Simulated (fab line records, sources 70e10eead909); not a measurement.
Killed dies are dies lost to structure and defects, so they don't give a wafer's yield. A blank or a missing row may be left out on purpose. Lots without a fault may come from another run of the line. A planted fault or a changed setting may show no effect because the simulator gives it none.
Problem report in the 8D (eight disciplines) form, filled by code | flow nand_harc | the parts of the form that need people (team, actions taken, sign-off) are left out

1. THE PROBLEM
killed_dies at NHARC_END_SORT_01 reads a mean of 677 on 3 wafers of 3 lots; wafers without a fault read 32 with a standard deviation of 9. That is +72 standard deviations from the usual mean.
First seen on wafer L264.1, day 22 07:00, on prober-01. The record holds 6 wafers of 3 lots with a number at this step. Rule for "out", or "out of limits": more than 4 standard deviations from the usual mean. The other wafers with a number count as sound.

2. WHAT IT IS AND WHAT IT IS NOT
question                    | is                           | is not
which readings at this step | killed_dies, killed_at_array | killed_at_other, killed_at_periphery, killed_open, killed_short
which lots                  | L264, L267, L268             | -
which wafers of those lots  | L264.1, L267.4, L268.4       | L264.3, L267.3, L268.6
read on which gauges        | prober-01, prober-02         | -
when                        | from day 22 07:00            | up to then (0 sound wafers); but 3 sound wafers of L264, L267, L268 came after

3. SUSPECTS, AND WHAT RULES EACH OUT
Counting: a tool at a process step up to the reading stays a suspect if it ran every lot that is out. Sound lots after the first of them don't rule it out here, since some wafers of a struck lot are sound.
- the gauge at NHARC_END_SORT_01: ruled out. The wafers that are out were read on 2 gauges (prober-01, prober-02).
- ald_metal-03 at NHARC_A_WL_FILL_ALD_02 (deposits TiN, target thk 2 nm, pulse time 3 s, ald cycles 100): kept. It ran every lot that is out, first L264 (day 17 03:14).
Left after counting: ald_metal-03 at NHARC_A_WL_FILL_ALD_02.

4. THE CAUSE (what the simulator had put in)
Process parameter drift: ald_metal-03, from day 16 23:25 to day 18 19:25, at NHARC_A_WL_FILL_ALD_02. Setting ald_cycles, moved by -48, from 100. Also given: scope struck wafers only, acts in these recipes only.
Counting left only this tool.

5. THE CHAIN OF EFFECTS, in route order
Each row: a reading whose mean over the struck wafers that have a number lies more than 3 standard deviations from the usual. Only readings for which the record gives a usual standard deviation are gone through. hours: the time from each lot's start at the first step in this table that gives one to its start at this step, as a median over the lots. sigmas: the change in usual standard deviations.
hours | step              | reading         | usual | on struck wafers | change | sigmas
0     | NHARC_END_SORT_01 | killed_at_array | 29    | 673              | +644   | +68
0     | NHARC_END_SORT_01 | killed_dies     | 32    | 677              | +645   | +72

6. WHAT WOULD HAVE CAUGHT IT SOONER
In this record the first reading out of limits at a measuring or inspecting step was taken at day 22 07:00, 128 hours after the fault began at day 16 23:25.
Of the tool readings at NHARC_A_WL_FILL_ALD_02 for which the record gives a usual standard deviation, none was out on any struck wafer, so an alarm limit of 4 standard deviations on them would not have fired.
All the lots that are out (3) had begun NHARC_A_WL_FILL_ALD_02 on ald_metal-03 by day 22 07:00. A hold on the tool at that time would have spared none of them.
